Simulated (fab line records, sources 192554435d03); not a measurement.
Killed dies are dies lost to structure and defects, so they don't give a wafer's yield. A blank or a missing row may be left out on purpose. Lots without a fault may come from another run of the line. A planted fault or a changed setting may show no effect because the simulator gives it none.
A struck lot beside a sound one | flow n5_finfet | 26 steps out of a route of 1938
Sound: wafers L582.2, L582.5, L582.6. Struck: wafers L589.1, L589.2, L589.3. The cause comes at the end.
At each step with rows: each side's tool, then ch and its chambers, then its first start. Under that, the readings that differ: sound wafers | struck wafers | difference of the means | sigmas: that difference in standard deviations of wafers without a fault.
alike: readings whose means differ by less than 2 such deviations, and words and numbers that are the same on both sides. not compared: withheld readings, readings that some wafer has no value for, bounds like >300 that may hide the same value, and numbers for which the record gives no deviation and whose values overlap.
The two part at a step that has a row with sigmas, a row that says differs or no value, or rows on one side only. Numbers that don't overlap but have no deviation are shown without sigmas and don't part them. A reading that every wafer of one side lacks parts them only if that side has two wafers or more.

first, 10 steps without rows for these wafers: N5_SD_EPI_N_STRIP_18 (strips in SPM, time 750 s); N5_SD_EPI_N_SRD_20 (time 30 s); N5_SD_EPI_N_PRECLEAN_48 (cleans in NF3:NH3, afs cycles 2, time 20 s, sublimation time 60 s); N5_SD_EPI_N_VAPOR_ETCH_50 (etches Si in HCl, time 54 s); N5_SD_EPI_N_EPI_21 (deposits Si:P, time 690 s); N5_SD_EPI_N_PRECLEAN_24 (cleans in O3/DIW, time 60 s); N5_SD_EPI_N_SRD_25 (time 30 s); N5_SD_EPI_N_PRECLEAN_49 (cleans in NF3:NH3, afs cycles 1, time 20 s, sublimation time 60 s); N5_SD_EPI_N_LINER_46 (material SiNx, target thk 3 nm); N5_SD_EPI_P_COAT_34 (time 60 s, resist thk 350 nm).
N5_SD_EPI_P_COAT_35: time 60 s, resist thk 35 nm.
  sound on litho_track-03 ch 0, day 3 18:10; struck on litho_track-03 ch 0, day 5 14:54
  reading                                     | sound                | struck               | difference | sigmas
  spin_speed_rpm (rpm)                        | 1500.2 1500.5 1499.8 | 1124.7 1126.5 1125.7 | -374.5     | -99 or more
  model.SiARC_of_SD_EPI_P_COAT_35.thk_nm (nm) | 35 35 35             | 40.4 40.4 40.4       | +5.4       |
  alike: plate_temp_C
then, 7 steps without rows for these wafers: N5_SD_EPI_P_COAT_03 (resist thk 150 nm); N5_SD_EPI_P_EBR_05; N5_SD_EPI_P_SOFTBAKE_04 (time 60 s); N5_SD_EPI_P_EXPOSE_06 (exposes mask SD P BLK, target cd 240 nm); N5_SD_EPI_P_PEB_07 (peb time 60 s); N5_SD_EPI_P_DEVELOP_08 (develop time 30 s); N5_SD_EPI_P_DESCUM_14 (chemistry O2, time 7.9 s).
N5_SD_EPI_P_ETCH_36: etches SiARC in CF4, target depth 45.5 nm, time 75.8 s.
  sound on rie_diel-03 ch 0,1,3, day 3 18:40; struck on rie_diel-03 ch 0,1,2, day 5 15:16
  reading                                             | sound           | struck            | difference | sigmas
  etch_rf_on_time_s (s)                               | 77.4 76.0 77.0  | 86.0 87.9 87.0    | +10.2      | +11
  model.etch.depth_nm (nm)                            | 35.05 35 35.07  | 40.38 40.41 40.37 | +5.35      |
  model.CAR-ArF-block_of_SD_EPI_P_COAT_03.thk_nm (nm) | 111 110.6 111.2 | 106.2 106.2 106   | -4.8       |
  alike: cf4_flow_sccm, drypump_motor_current_A, oes_product_au, rf_vpp_V, showerhead_plenum_p_Torr, throttle_valve_pct
  not compared: rf_hours_counter_h
then, 4 steps without rows for these wafers: N5_SD_EPI_P_ETCH_37 (etches SOC in N2/H2, overetch 108 nm, time 486 s); N5_SD_EPI_P_STRIP_38 (strips in N2/H2); N5_SD_EPI_P_ETCHBACK_46 (etches SiNx in CH3F/O2, stops on SiO2, target depth 17.5 nm); N5_SD_EPI_P_ETCH_47 (etches SiOCN in CH3F/O2, target depth 25 nm).
N5_SD_EPI_P_ETCH_16: etches SiO2 in CHF3/O2, target depth 5 nm.
  sound on rie_diel-03 ch 0,1,3, day 3 19:14; struck on rie_diel-03 ch 0,1,2, day 5 15:50
  reading                                     | sound          | struck       | difference | sigmas
  model.SiARC_of_SD_EPI_P_COAT_35.thk_nm (nm) | 12.2 11.6 11.8 | 16.8 17 17.2 | +5.1       |
  alike: drypump_motor_current_A, oes_product_au, rf_vpp_V, showerhead_plenum_p_Torr, throttle_valve_pct
  not compared: rf_hours_counter_h
then, 1 step without rows for these wafers: N5_SD_EPI_P_STRIP_50 (strips in CHF3/O2).
-- the record jumps here: 5 days lie between the struck wafers' starts before and after (it left off in module SD_EPI_P and takes up again in module BEOL_M4, whose first step shown is number 1111 of the route) --
N5_BEOL_M4_RC_MEAS_101:
  sound on prober-02 ch 0, day 8 15:05; struck on prober-02 ch 0, day 10 17:59
  reading   | sound                | struck               | difference | sigmas
  VT_P (mV) | -249.1 -247.9 -244.8 | -254.3 -253.2 -253.7 | -6.5       | -2
  alike: DIBL_N, DIBL_P, IOFF_N, IOFF_P, ION_N, ION_P, SS_N, SS_P, VT_N

WHERE THEY PART
First at N5_SD_EPI_P_COAT_35; last, within this record, at N5_BEOL_M4_RC_MEAS_101.

WHY: what the simulator had put in
Process parameter drift: litho_track-03, from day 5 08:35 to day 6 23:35, at N5_SD_EPI_P_COAT_35. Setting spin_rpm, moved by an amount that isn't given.
